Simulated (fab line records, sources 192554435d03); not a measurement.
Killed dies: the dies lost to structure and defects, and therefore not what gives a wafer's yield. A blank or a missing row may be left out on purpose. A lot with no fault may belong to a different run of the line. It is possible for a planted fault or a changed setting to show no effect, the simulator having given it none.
fab line records	flow n5Finfet
record lots=24	wafers=72	lastDay=17
route steps=1938 shown BEOL_M2@880
lots that met no fault: from a run of the same line without faults
startH: hours from the record's opening day to when the first of the lot's shown wafers began	waitH: how many hours have passed since the lot's step before this one	" identical to the entry in the row above	L1.1+2: several wafers, shown together as one row	- no value, or no start given	* or withheld: withheld	< > ~ a bound
route shown NAME@n: names a module that has steps shown in the file, with the first one's number in the route	usual: mean/standard deviation of fault-free wafers	same: alike in all rows	chamber/n: place in a boat	sites: the reading at each site	_std_site: standard deviation across them	_edge_site: the outer-site mean with the inner-site mean subtracted	radiusMm: for every site, how far away it sits from the centre of the wafer	mask NAME#n: copy n	behind: the tool/chamber that last shaped the wafer	hold: why the lot was held/for how many hours/how that ended	device: which transistor (n, p or np) failed to switch	end of line: the tests these same wafers got at the end of their route	a step with no rows: only its recipe	killed: the dies lost at the first sort to structure and to defects; this is not the yield of the wafer	map: a wafer's dies, marking killed ones x, the rest . and places with no die _
set.NAME: setting as actually run; set.NAME@STEP: the setting as run at that earlier step	model.NAME: the simulator's own value behind a step, which no gauge read
route steps across a sampled set of lots; one table per step, one row per wafer
services: from which hour (startH, from the record's first day; less than 0 if before it) a tool's chamber was out of use, for how many hours, and why
## steps
# step N5_BEOL_M2_ETCH_77
# recipe chemistry=N2/H2	target=underlayer	targetDepthA=65	maskMaterial=CAR-EUV	timeS=5.2	ionEnergyEv=200	pressureMtorr=30	sourceW=840	biasW=150	n2FlowSccm=200	h2FlowSccm=200	ends=cleared
# usual drypumpMotorCurrentA=5.66/0.29	etchRfOnTimeS=5.19/0.12	oesProductAu=0.63/0.054	rfVppV=524.0/2.9	showerheadPlenumPTorr=2.55/0.088	throttleValvePct=17.98/0.23
lot.wafer	tool	chamber	startH	waitH	drypumpMotorCurrentA	etchRfOnTimeS	oesProductAu	rfHoursCounterH	rfVppV	showerheadPlenumPTorr	throttleValvePct
L075.2	rieDiel-02	2	142.31	0.0	5.44	5.05	0.61	210	522.2	2.52	17.82
L075.3	"	3	"	"	5.56	5.10	0.63	195	521.3	2.51	18.28
L075.4	"	1	"	"	5.87	5.18	0.63	200	525.2	2.63	18.17
L074.2	rieDiel-06	2	143.51	0.0	6.26	5.13	0.61	243	520.9	2.40	18.10
L074.3	"	3	"	"	5.24	5.17	0.64	154	521.4	2.43	17.62
L074.5	"	0	"	"	5.83	5.08	0.65	-	528.0	2.66	18.03
L076.1	rieDiel-06	2	145.69	0.0	6.28	5.07	0.61	244	520.2	2.40	18.12
L076.2	"	0	"	"	5.81	5.06	0.65	165	527.2	2.66	18.00
L076.5	"	2	"	"	6.27	5.14	0.61	-	518.3	2.40	18.13
L077.1	rieDiel-03	3	159.10	0.0	5.93	5.28	0.72	45	526.8	2.70	17.77
L077.2	"	0	"	"	5.57	5.15	0.66	141	522.0	2.46	18.10
L077.3	"	1	"	"	5.29	5.08	0.61	182	527.5	2.63	17.88
L078.2	rieDiel-02	0	159.31	0.0	5.59	5.44	0.58	212	522.7	2.51	17.70
L078.3	"	2	"	"	5.40	5.04	0.62	217	519.1	2.52	17.82
L078.6	"	1	"	"	5.87	5.20	0.62	-	527.1	2.63	18.17
L079.1	rieDiel-03	3	162.29	0.0	5.94	5.29	0.74	46	529.0	2.70	17.76
L079.4	"	2	"	"	6.15	5.22	0.60	216	523.2	2.52	17.86
L079.5	"	1	"	"	5.32	5.07	0.61	-	525.9	2.63	17.92
L080.2	rieDiel-06	0	173.20	0.0	5.81	5.17	0.63	174	525.6	2.65	18.02
L080.3	"	3	"	"	5.23	5.23	0.62	164	520.1	2.43	17.63
L080.6	"	1	"	"	5.44	5.25	0.62	-	524.5	2.53	18.22
L081.1	rieDiel-03	1	181.37	0.0	5.32	5.07	0.61	189	525.1	2.63	17.89
L081.3	"	3	"	"	5.92	5.19	0.74	52	526.1	2.69	17.77
L081.6	"	3	"	"	5.93	5.21	0.73	-	527.8	2.69	17.80
L082.2	rieDiel-03	2	190.31	0.0	6.17	5.30	0.60	225	522.4	2.51	17.86
L082.3	"	1	"	"	5.29	5.07	0.61	191	527.3	2.63	17.92
L082.5	"	2	"	"	6.14	5.36	0.59	-	522.8	2.51	17.84
L083.1	rieDiel-03	3	190.57	0.0	5.92	5.22	0.73	56	527.7	2.69	17.79
L083.2	"	2	"	"	6.12	5.27	0.60	225	523.2	2.51	17.84
L083.6	"	0	"	"	5.58	5.08	0.67	-	523.4	2.45	18.13
L084.2	rieDiel-02	1	198.14	0.0	5.88	5.17	0.62	220	528.5	2.62	18.19
L084.3	"	2	"	"	5.39	5.01	0.61	232	524.1	2.51	17.85
L084.6	"	0	"	"	5.54	5.46	0.58	-	522.6	2.50	17.72
L085.1	rieDiel-06	0	198.63	0.0	5.81	5.17	0.62	187	525.7	2.65	18.06
L085.2	"	2	"	"	6.28	5.15	0.83	3	528.5	2.72	17.59
L085.3	"	3	"	"	5.20	5.25	0.62	176	518.9	2.42	17.65
L086.3	rieDiel-02	1	212.68	0.0	5.87	5.18	0.61	225	525.9	2.62	18.21
L086.5	"	0	"	"	5.60	5.50	0.57	-	522.2	2.50	17.74
L086.6	"	3	"	"	5.58	5.16	0.62	-	521.6	2.50	18.30
L088.1	rieDiel-03	0	215.68	0.0	5.56	5.19	0.66	162	519.9	2.45	18.10
L088.4	"	3	"	"	5.92	5.31	0.72	64	529.0	2.69	17.82
L088.5	"	3	"	"	5.91	5.30	0.72	-	529.7	2.69	17.80
L087.3	rieDiel-02	1	215.79	0.0	5.86	5.16	0.61	226	525.7	2.62	18.20
L087.4	"	0	"	"	5.58	5.45	0.57	228	522.3	2.50	17.72
L087.5	"	3	"	"	5.57	5.09	0.61	-	525.3	2.50	18.29
L089.1	rieDiel-03	3	222.77	0.0	5.93	5.19	0.72	67	527.5	2.69	17.80
L089.2	"	0	"	"	5.56	5.07	0.65	164	522.2	2.45	18.13
L089.6	"	1	"	"	5.32	5.14	0.59	-	523.9	2.62	17.97
L090.3	rieDiel-06	2	226.55	0.0	6.27	5.06	0.80	11	529.1	2.72	17.62
L090.4	"	1	"	"	5.41	5.31	0.60	223	521.1	2.52	18.26
L090.5	"	0	"	"	5.80	5.13	0.62	-	528.4	2.64	18.06
L091.2	rieDiel-02	2	231.68	0.0	5.39	5.03	0.60	246	519.5	2.51	17.87
L091.3	"	0	"	"	5.61	5.49	0.56	235	521.5	2.50	17.75
L091.6	"	3	"	"	5.57	5.11	0.62	-	525.0	2.50	18.34
L092.1	rieDiel-03	1	238.09	0.0	5.30	5.06	0.59	213	525.3	2.62	17.94
L092.2	"	3	"	"	5.91	5.25	0.71	71	525.8	2.68	17.83
L092.5	"	3	"	"	5.92	5.26	0.70	-	529.1	2.68	17.79
L093.1	rieDiel-03	3	244.82	0.0	5.92	5.24	0.71	72	529.7	2.69	17.84
L093.2	"	0	"	"	5.51	5.14	0.64	172	521.8	2.45	18.15
L093.5	"	1	"	"	5.26	5.12	0.59	-	525.7	2.62	17.94
L094.1	rieDiel-06	1	248.49	0.0	5.44	5.33	0.60	230	523.1	2.52	18.30
L094.2	"	3	"	"	5.27	5.20	0.61	191	519.6	2.42	17.69
L094.4	"	2	"	"	6.27	5.18	0.78	18	529.0	2.71	17.62
L095.1	rieDiel-02	1	257.67	0.0	5.87	5.21	0.60	238	527.0	2.61	18.23
L095.3	"	1	"	"	5.88	5.26	0.60	-	524.7	2.61	18.21
L095.6	"	3	"	"	5.58	5.13	0.61	-	523.8	2.50	18.32
L097.1	rieDiel-06	3	277.43	0.0	5.27	5.29	0.60	202	519.8	2.41	17.71
L097.4	"	1	"	"	5.45	5.31	0.60	240	524.9	2.51	18.30
L097.6	"	0	"	"	5.79	5.15	0.60	-	528.2	2.64	18.10
L096.2	rieDiel-02	3	283.46	0.0	5.56	5.07	0.61	248	523.8	2.49	18.37
L096.5	"	1	"	"	5.86	5.19	0.59	-	525.4	2.61	18.24
L096.6	"	2	"	"	5.45	4.98	0.84	-	521.7	2.50	17.45
# step N5_BEOL_M2_CD_MEAS_35
# recipe targetCdNm=18	targetCdYNm=22.2	polarity=opening
# usual cdNm=18.1/0.34
lot.wafer	tool	chamber	startH	waitH	cdNm
L075.2	cdSem-03	-	144.44	0.0	18.3
L075.3	"	-	"	"	17.9
L075.4	"	-	"	"	17.9
L074.2	cdSem-02	-	144.69	0.0	18.1
L074.3	"	-	"	"	17.8
L074.5	"	-	"	"	18.0
L076.1	cdSem-02	-	149.84	0.0	18.3
L076.2	"	-	"	"	18.7
L076.5	"	-	"	"	18.5
L077.1	cdSem-03	-	161.39	0.0	18.6
L077.2	"	-	"	"	18.0
L077.3	"	-	"	"	18.4
L078.2	cdSem-03	-	164.77	0.0	18.1
L078.3	"	-	"	"	17.6
L078.6	"	-	"	"	18.2
L079.1	cdSem-02	-	170.50	0.0	18.3
L079.4	"	-	"	"	18.5
L079.5	"	-	"	"	18.2
L080.2	cdSem-02	-	178.01	0.0	18.2
L080.3	"	-	"	"	17.9
L080.6	"	-	"	"	17.9
L081.1	cdSem-03	-	188.81	0.0	17.8
L081.3	"	-	"	"	17.9
L081.6	"	-	"	"	17.7
L082.2	cdSem-03	-	192.37	0.0	18.4
L082.3	"	-	"	"	17.7
L082.5	"	-	"	"	18.1
L083.1	cdSem-02	-	197.27	0.0	18.5
L083.2	"	-	"	"	17.7
L083.6	"	-	"	"	18.0
L085.1	cdSem-03	-	201.59	0.0	18.0
L085.2	"	-	"	"	17.7
L085.3	"	-	"	"	18.3
L084.2	cdSem-02	-	201.62	0.0	17.7
L084.3	"	-	"	"	18.3
L084.6	"	-	"	"	18.1
L086.3	cdSem-01	-	221.08	0.0	18.0
L086.5	"	-	"	"	18.1
L086.6	"	-	"	"	18.2
L088.1	cdSem-03	-	221.10	0.0	18.1
L088.4	"	-	"	"	18.0
L088.5	"	-	"	"	17.7
L087.3	cdSem-01	-	221.11	0.0	18.0
L087.4	"	-	"	"	18.6
L087.5	"	-	"	"	18.0
L091.2	cdSem-02	-	233.31	0.0	18.2
L091.3	"	-	"	"	17.6
L091.6	"	-	"	"	17.9
L089.1	cdSem-01	-	233.51	0.0	17.7
L089.2	"	-	"	"	18.1
L089.6	"	-	"	"	18.1
L090.3	cdSem-03	-	234.01	0.0	17.9
L090.4	"	-	"	"	18.5
L090.5	"	-	"	"	17.7
L092.1	cdSem-02	-	242.75	0.0	18.4
L092.2	"	-	"	"	18.7
L092.5	"	-	"	"	18.3
L093.1	cdSem-03	-	250.57	0.0	17.8
L093.2	"	-	"	"	18.4
L093.5	"	-	"	"	17.4
L094.1	cdSem-02	-	250.98	0.0	17.0
L094.2	"	-	"	"	18.0
L094.4	"	-	"	"	18.0
L095.1	cdSem-02	-	267.77	0.0	18.6
L095.3	"	-	"	"	18.0
L095.6	"	-	"	"	17.8
L097.1	cdSem-01	-	281.67	0.0	18.3
L097.4	"	-	"	"	18.3
L097.6	"	-	"	"	18.3
L096.2	cdSem-03	-	284.59	0.0	18.8
L096.5	"	-	"	"	18.2
L096.6	"	-	"	"	18.4
# step N5_BEOL_M2_ANNEAL_49
# recipe tempC=400	timeS=240	ambient=vacuum
# usual heaterPowerW=803/97
lot.wafer	tool	chamber	startH	waitH	heaterPowerW
L075.2	pvdSputter-03	-	146.57	0.0	866
L075.3	"	-	"	"	967
L075.4	"	-	"	"	685
L074.2	pvdSputter-02	-	148.00	0.0	877
L074.3	"	-	"	"	916
L074.5	"	-	"	"	930
L076.1	pvdSputter-02	-	152.12	0.0	667
L076.2	"	-	"	"	875
L076.5	"	-	"	"	860
L077.1	pvdSputter-02	-	163.12	0.0	919
L077.2	"	-	"	"	677
L077.3	"	-	"	"	936
L078.2	pvdSputter-02	-	166.30	0.0	711
L078.3	"	-	"	"	901
L078.6	"	-	"	"	935
L079.1	pvdSputter-01	-	172.53	0.0	858
L079.4	"	-	"	"	781
L079.5	"	-	"	"	841
L080.2	pvdSputter-02	-	179.50	0.0	668
L080.3	"	-	"	"	713
L080.6	"	-	"	"	710
L081.1	pvdSputter-02	-	190.09	0.0	899
L081.3	"	-	"	"	939
L081.6	"	-	"	"	933
L082.2	pvdSputter-02	-	194.21	0.0	927
L082.3	"	-	"	"	869
L082.5	"	-	"	"	657
L083.1	pvdSputter-02	-	198.77	0.0	883
L083.2	"	-	"	"	683
L083.6	"	-	"	"	887
L084.2	pvdSputter-01	-	202.94	0.0	808
L084.3	"	-	"	"	811
L084.6	"	-	"	"	800
L085.1	pvdSputter-01	-	204.78	0.0	848
L085.2	"	-	"	"	789
L085.3	"	-	"	"	799
L086.3	pvdSputter-02	-	222.02	0.0	898
L086.5	"	-	"	"	728
L086.6	"	-	"	"	928
L088.1	pvdSputter-03	-	222.12	0.0	718
L088.4	"	-	"	"	957
L088.5	"	-	"	"	865
L087.3	pvdSputter-01	-	223.64	0.0	791
L087.4	"	-	"	"	800
L087.5	"	-	"	"	847
L091.2	pvdSputter-02	-	234.20	0.0	921
L091.3	"	-	"	"	880
L091.6	"	-	"	"	948
L089.1	pvdSputter-01	-	234.44	0.0	861
L089.2	"	-	"	"	814
L089.6	"	-	"	"	831
L090.3	pvdSputter-03	-	235.99	0.0	667
L090.4	"	-	"	"	846
L090.5	"	-	"	"	946
L092.1	pvdSputter-02	-	244.99	0.0	927
L092.2	"	-	"	"	885
L092.5	"	-	"	"	929
L093.1	pvdSputter-01	-	251.69	0.0	844
L093.2	"	-	"	"	815
L093.5	"	-	"	"	794
L094.1	pvdSputter-03	-	253.26	0.0	854
L094.2	"	-	"	"	685
L094.4	"	-	"	"	938
L095.1	pvdSputter-03	-	269.08	0.0	953
L095.3	"	-	"	"	714
L095.6	"	-	"	"	945
L097.1	pvdSputter-01	-	282.73	0.0	800
L097.4	"	-	"	"	802
L097.6	"	-	"	"	795
L096.2	pvdSputter-03	-	285.75	0.0	971
L096.5	"	-	"	"	856
L096.6	"	-	"	"	695
# step N5_BEOL_M2_SPUTTER_81
# recipe material=Cu	targetThkA=45	tempC=-20	chamberPressurePa=0.07	powerW=withheld	timeS=8.29
# usual chuckGasFlowSccm=1.28/0.052	throttleValvePct=30.1/0.65
lot.wafer	tool	chamber	startH	waitH	chuckGasFlowSccm	throttleValvePct
L075.2	pvdSputter-03	-	146.93	0.1	1.24	28.9
L075.3	"	-	"	"	1.31	30.6
L075.4	"	-	"	"	1.19	30.1
L074.2	pvdSputter-02	-	148.36	0.1	1.33	30.4
L074.3	"	-	"	"	1.23	29.2
L074.5	"	-	"	"	1.30	29.0
L076.1	pvdSputter-02	-	152.48	0.1	1.24	30.4
L076.2	"	-	"	"	1.23	30.3
L076.5	"	-	"	"	1.28	30.0
L077.1	pvdSputter-02	-	163.48	0.1	1.28	30.0
L077.2	"	-	"	"	1.24	30.4
L077.3	"	-	"	"	1.13	29.2
L078.2	pvdSputter-02	-	166.66	0.1	1.24	30.8
L078.3	"	-	"	"	1.30	30.4
L078.6	"	-	"	"	1.30	29.3
L079.1	pvdSputter-01	-	172.89	0.1	1.27	30.2
L079.4	"	-	"	"	1.32	30.6
L079.5	"	-	"	"	1.35	29.9
L080.2	pvdSputter-02	-	179.86	0.1	1.24	30.2
L080.3	"	-	"	"	1.36	31.0
L080.6	"	-	"	"	1.28	30.8
L081.1	pvdSputter-02	-	190.45	0.1	1.29	30.3
L081.3	"	-	"	"	1.21	29.2
L081.6	"	-	"	"	1.35	29.3
L082.2	pvdSputter-02	-	194.57	0.1	1.31	29.2
L082.3	"	-	"	"	1.19	30.2
L082.5	"	-	"	"	1.27	30.1
L083.1	pvdSputter-02	-	199.13	0.1	1.25	30.0
L083.2	"	-	"	"	1.28	30.2
L083.6	"	-	"	"	1.37	30.3
L084.2	pvdSputter-01	-	203.30	0.1	1.35	29.4
L084.3	"	-	"	"	1.21	30.3
L084.6	"	-	"	"	1.31	30.7
L085.1	pvdSputter-01	-	205.14	0.1	1.33	30.1
L085.2	"	-	"	"	1.29	30.8
L085.3	"	-	"	"	1.22	30.5
L086.3	pvdSputter-02	-	222.38	0.1	1.31	30.2
L086.5	"	-	"	"	1.27	30.8
L086.6	"	-	"	"	1.29	29.2
L088.1	pvdSputter-03	-	222.48	0.1	1.34	30.7
L088.4	"	-	"	"	1.21	30.7
L088.5	"	-	"	"	1.27	28.9
L087.3	pvdSputter-01	-	224.00	0.1	1.25	29.3
L087.4	"	-	"	"	1.26	30.6
L087.5	"	-	"	"	1.27	29.9
L091.2	pvdSputter-02	-	234.56	0.1	1.30	29.0
L091.3	"	-	"	"	1.35	29.9
L091.6	"	-	"	"	1.34	29.3
L089.1	pvdSputter-01	-	234.80	0.1	1.31	29.8
L089.2	"	-	"	"	1.35	29.5
L089.6	"	-	"	"	1.21	30.8
L090.3	pvdSputter-03	-	236.35	0.1	1.26	29.9
L090.4	"	-	"	"	1.20	28.7
L090.5	"	-	"	"	1.21	30.7
L092.1	pvdSputter-02	-	245.35	0.1	1.24	29.1
L092.2	"	-	"	"	1.25	30.1
L092.5	"	-	"	"	1.33	29.2
L093.1	pvdSputter-01	-	252.05	0.1	1.30	30.0
L093.2	"	-	"	"	1.25	29.5
L093.5	"	-	"	"	1.27	30.8
L094.1	pvdSputter-03	-	253.62	0.1	1.29	28.7
L094.2	"	-	"	"	1.24	30.8
L094.4	"	-	"	"	1.19	31.0
L095.1	pvdSputter-03	-	269.44	0.1	1.30	30.6
L095.3	"	-	"	"	1.21	30.5
L095.6	"	-	"	"	1.30	30.8
L097.1	pvdSputter-01	-	283.09	0.1	1.31	30.6
L097.4	"	-	"	"	1.29	29.4
L097.6	"	-	"	"	1.31	29.3
L096.2	pvdSputter-03	-	286.11	0.1	1.30	30.6
L096.5	"	-	"	"	1.22	28.8
L096.6	"	-	"	"	1.33	30.8
# step N5_BEOL_M2_SPUTTER_92
# recipe material=Cu	targetThkA=45	tempC=-20	chamberPressurePa=0.07	powerW=withheld	timeS=8.29
# usual chuckGasFlowSccm=1.26/0.054	throttleValvePct=30.1/0.67
lot.wafer	tool	chamber	startH	waitH	chuckGasFlowSccm	throttleValvePct
L075.2	pvdSputter-03	-	147.81	0.1	1.20	28.6
L075.3	"	-	"	"	1.25	30.8
L075.4	"	-	"	"	1.37	30.1
L074.2	pvdSputter-02	-	149.24	0.1	1.27	30.0
L074.3	"	-	"	"	1.24	28.9
L074.5	"	-	"	"	1.26	29.0
L076.1	pvdSputter-02	-	153.36	0.1	1.24	30.2
L076.2	"	-	"	"	1.23	30.0
L076.5	"	-	"	"	1.22	30.2
L077.1	pvdSputter-02	-	164.36	0.1	1.21	30.3
L077.2	"	-	"	"	1.18	30.1
L077.3	"	-	"	"	1.32	29.0
L078.2	pvdSputter-02	-	167.54	0.1	1.24	30.9
L078.3	"	-	"	"	1.20	30.1
L078.6	"	-	"	"	1.27	29.3
L079.1	pvdSputter-01	-	173.77	0.1	1.22	29.8
L079.4	"	-	"	"	1.27	30.7
L079.5	"	-	"	"	1.31	29.9
L080.2	pvdSputter-02	-	180.74	0.1	1.25	29.8
L080.3	"	-	"	"	1.32	30.9
L080.6	"	-	"	"	1.29	31.0
L081.1	pvdSputter-02	-	191.33	0.1	1.30	30.1
L081.3	"	-	"	"	1.24	29.3
L081.6	"	-	"	"	1.21	29.0
L082.2	pvdSputter-02	-	195.45	0.1	1.24	29.1
L082.3	"	-	"	"	1.20	30.2
L082.5	"	-	"	"	1.24	30.4
L083.1	pvdSputter-02	-	200.01	0.1	1.13	30.2
L083.2	"	-	"	"	1.23	30.2
L083.6	"	-	"	"	1.29	30.0
L084.2	pvdSputter-01	-	204.18	0.1	1.29	29.2
L084.3	"	-	"	"	1.22	30.7
L084.6	"	-	"	"	1.33	30.3
L085.1	pvdSputter-01	-	206.02	0.1	1.32	30.1
L085.2	"	-	"	"	1.22	30.5
L085.3	"	-	"	"	1.16	30.6
L086.3	pvdSputter-02	-	223.26	0.1	1.25	30.3
L086.5	"	-	"	"	1.35	30.8
L086.6	"	-	"	"	1.25	29.2
L088.1	pvdSputter-03	-	223.36	0.1	1.24	30.9
L088.4	"	-	"	"	1.31	30.7
L088.5	"	-	"	"	1.31	28.6
L087.3	pvdSputter-01	-	224.88	0.1	1.36	29.4
L087.4	"	-	"	"	1.20	30.7
L087.5	"	-	"	"	1.23	29.8
L091.2	pvdSputter-02	-	235.44	0.1	1.24	29.1
L091.3	"	-	"	"	1.21	30.5
L091.6	"	-	"	"	1.24	29.0
L089.1	pvdSputter-01	-	235.68	0.1	1.24	30.1
L089.2	"	-	"	"	1.36	29.4
L089.6	"	-	"	"	1.30	30.6
L090.3	pvdSputter-03	-	237.23	0.1	1.26	30.2
L090.4	"	-	"	"	1.32	28.6
L090.5	"	-	"	"	1.25	30.4
L092.1	pvdSputter-02	-	246.23	0.1	1.33	29.2
L092.2	"	-	"	"	1.21	30.3
L092.5	"	-	"	"	1.26	29.5
L093.1	pvdSputter-01	-	252.93	0.1	1.28	29.9
L093.2	"	-	"	"	1.32	29.3
L093.5	"	-	"	"	1.35	30.5
L094.1	pvdSputter-03	-	254.50	0.1	1.31	28.8
L094.2	"	-	"	"	1.22	30.8
L094.4	"	-	"	"	1.23	30.5
L095.1	pvdSputter-03	-	270.32	0.1	1.30	30.6
L095.3	"	-	"	"	1.21	30.8
L095.6	"	-	"	"	1.25	30.6
L097.1	pvdSputter-01	-	283.97	0.1	1.25	30.4
L097.4	"	-	"	"	1.24	29.3
L097.6	"	-	"	"	1.22	29.3
L096.2	pvdSputter-03	-	286.99	0.1	1.33	30.6
L096.5	"	-	"	"	1.27	28.8
L096.6	"	-	"	"	1.22	30.9
# step N5_BEOL_M2_DEP_57
# recipe material=SiCN	targetThkA=80	tempC=withheld	precursor=3MS/NH3	pressureTorr=3	rfW=202	timeS=14
# usual showerheadPlenumPTorr=3.667/0.016	throttleValvePct=9.1/0.42
lot.wafer	tool	chamber	startH	waitH	showerheadPlenumPTorr	throttleValvePct
L075.2	pecvd-04	2	149.24	0.0	3.655	9.4
L075.3	"	0	"	"	3.654	9.2
L075.4	"	0	"	"	3.640	9.0
L074.2	pecvd-04	1	150.74	0.0	3.688	9.4
L074.3	"	0	"	"	3.648	9.3
L074.5	"	1	"	"	3.681	9.0
L076.1	pecvd-02	0	156.65	0.0	3.689	8.5
L076.2	"	2	"	"	3.674	9.4
L076.5	"	0	"	"	3.675	8.8
L077.1	pecvd-01	0	166.77	0.0	3.669	9.4
L077.2	"	2	"	"	3.670	9.0
L077.3	"	1	"	"	3.656	8.7
L078.2	pecvd-01	0	168.97	0.0	3.652	9.5
L078.3	"	1	"	"	3.652	8.8
L078.6	"	0	"	"	3.658	9.6
L079.1	pecvd-04	1	175.38	0.0	3.679	8.9
L079.4	"	1	"	"	3.680	9.0
L079.5	"	2	"	"	3.653	9.4
L080.2	pecvd-02	1	182.42	0.0	3.662	9.5
L080.3	"	2	"	"	3.686	9.3
L080.6	"	0	"	"	3.687	8.6
L081.1	pecvd-02	1	193.56	0.0	3.646	9.8
L081.3	"	0	"	"	3.674	8.5
L081.6	"	1	"	"	3.660	9.5
L082.2	pecvd-02	2	196.98	0.0	3.694	9.2
L082.3	"	0	"	"	3.685	8.9
L082.5	"	0	"	"	3.676	8.8
L083.1	pecvd-02	0	201.43	0.0	3.685	8.4
L083.2	"	2	"	"	3.695	9.2
L083.6	"	0	"	"	3.694	8.5
L084.2	pecvd-04	2	205.66	0.0	3.645	9.3
L084.3	"	0	"	"	3.647	9.0
L084.6	"	2	"	"	3.658	9.4
L085.1	pecvd-04	0	207.87	0.0	3.643	9.1
L085.2	"	2	"	"	3.652	9.5
L085.3	"	1	"	"	3.688	8.9
L086.3	pecvd-01	2	224.68	0.0	3.665	9.1
L086.5	"	2	"	"	3.670	9.2
L086.6	"	1	"	"	3.655	8.8
L088.1	pecvd-04	2	224.78	0.0	3.650	9.7
L088.4	"	1	"	"	3.693	9.0
L088.5	"	2	"	"	3.656	9.3
L087.3	pecvd-04	0	226.30	0.0	3.654	9.4
L087.4	"	2	"	"	3.645	9.3
L087.5	"	1	"	"	3.676	8.9
L091.2	pecvd-02	2	236.86	0.0	3.696	8.6
L091.3	"	0	"	"	3.686	8.4
L091.6	"	0	"	"	3.684	8.4
L089.1	pecvd-02	0	237.13	0.0	3.682	8.6
L089.2	"	1	"	"	3.655	9.6
L089.6	"	0	"	"	3.684	8.6
L090.3	pecvd-02	2	238.65	0.0	3.676	8.5
L090.4	"	0	"	"	3.683	9.1
L090.5	"	2	"	"	3.679	8.5
L092.1	pecvd-02	0	247.65	0.0	3.685	8.7
L092.2	"	1	"	"	3.649	9.7
L092.5	"	0	"	"	3.680	8.4
L093.1	pecvd-02	0	254.37	0.0	3.689	8.7
L093.2	"	1	"	"	3.656	9.5
L093.5	"	0	"	"	3.687	8.6
L094.1	pecvd-02	2	255.92	0.0	3.671	8.4
L094.2	"	1	"	"	3.660	9.8
L094.4	"	2	"	"	3.687	8.5
L095.1	pecvd-02	0	272.20	0.0	3.686	8.6
L095.3	"	2	"	"	3.683	8.2
L095.6	"	1	"	"	3.658	9.7
L097.1	pecvd-01	1	285.41	0.0	3.660	8.8
L097.4	"	0	"	"	3.651	9.6
L097.6	"	1	"	"	3.661	8.7
L096.2	pecvd-01	0	288.65	0.1	3.648	9.4
L096.5	"	0	"	"	3.650	9.9
L096.6	"	0	"	"	3.658	9.7
## services
tool	chamber	startH	hours	kind
rieDiel-06	3	119.33	22.6	repair
pecvd-04	0	137.13	5.5	scheduledDown
rieDiel-02	1	146.47	3.9	repair
pvdSputter-01	-	151.43	3.4	repair
rieDiel-06	2	165.55	-	clean
pecvd-02	2	166.59	-	calibration
rieDiel-02	3	185.18	6.4	repair
pecvd-04	-	189.42	0.3	repair
pecvd-02	2	202.38	-	clean
pecvd-02	2	202.38	-	consumableReplace:showerhead
pecvd-02	2	202.38	29.0	scheduledDown
pecvd-02	2	202.38	29.0	ventCycle
rieDiel-03	3	225.89	3.9	repair
rieDiel-02	2	241.87	-	clean
rieDiel-02	2	241.87	-	consumableReplace:focusRing
rieDiel-02	2	241.87	24.2	scheduledDown
rieDiel-02	2	241.87	24.2	ventCycle
rieDiel-03	2	256.56	-	clean
rieDiel-03	2	256.56	-	consumableReplace:focusRing
rieDiel-03	2	256.56	32.4	scheduledDown
rieDiel-03	2	256.56	32.4	ventCycle
pecvd-04	1	277.93	6.6	repair
rieDiel-06	2	279.68	6.7	repair
pecvd-01	1	285.45	3.6	repair
## key
fault none
